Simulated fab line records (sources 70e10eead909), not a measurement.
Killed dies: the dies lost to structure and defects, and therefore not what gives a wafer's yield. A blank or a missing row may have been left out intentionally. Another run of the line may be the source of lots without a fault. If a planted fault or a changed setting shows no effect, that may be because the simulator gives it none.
One fault through the eyes of 2 desks    flow nandHarc    numbers are kept per desk, each desk with only its own; the story behind them comes last

THE DEFECT DESK
Per lot, the means of the sampled wafers with a number show what the inspections along the route counted. Marked OUT: a lot whose mean sits more than 4 standard deviations from the usual mean, which makes it out of limits; the brackets give that distance.
Columns: A = rawDefectCount at NHARC_A_CHANNEL_HOLE_D1_INSPECT_40, usual 59
lot   first seen here  A
L435  day 10 15:46     44
L437  day 10 22:52     50
L448  day 13 03:59     70
L449  day 13 17:13     72
L451  day 14 10:08     40
Result from this desk: across the 5 lots, nothing is out of limits.

TOOL OWNER'S DESK, rieDiel-05
The tool's own readings at NHARC_A_CHANNEL_FILL_D1_ETCHBACK_20 (etches the open film in C4F8/O2/Ar, target depth 27 nm, time 13.5 s): means of the sampled wafers that have a number, for each lot that ran on this tool. Marked OUT: a lot whose mean sits more than 4 standard deviations from the usual mean, which makes it out of limits; the brackets give that distance.
Columns: A = chamberPressureMTorr at NHARC_A_CHANNEL_FILL_D1_ETCHBACK_20, usual 25.000 mTorr; B = oesProductAu at NHARC_A_CHANNEL_FILL_D1_ETCHBACK_20, usual 0.96 a.u.; C = rfVppV at NHARC_A_CHANNEL_FILL_D1_ETCHBACK_20, usual 979 V
lot   first seen here  A       B     C
L435  day 11 15:17     24.988  0.98  980
L437  day 11 23:38     24.978  0.98  979
L448  day 14 07:56     25.011  1.02  974
Result from this desk: across the 3 lots, nothing is out of limits.

ALL TOGETHER
Nothing the defect desk looked at was out of limits.
Nothing out of limits was seen by the tool owner's desk.

WHAT THE SIMULATOR HAD PUT IN
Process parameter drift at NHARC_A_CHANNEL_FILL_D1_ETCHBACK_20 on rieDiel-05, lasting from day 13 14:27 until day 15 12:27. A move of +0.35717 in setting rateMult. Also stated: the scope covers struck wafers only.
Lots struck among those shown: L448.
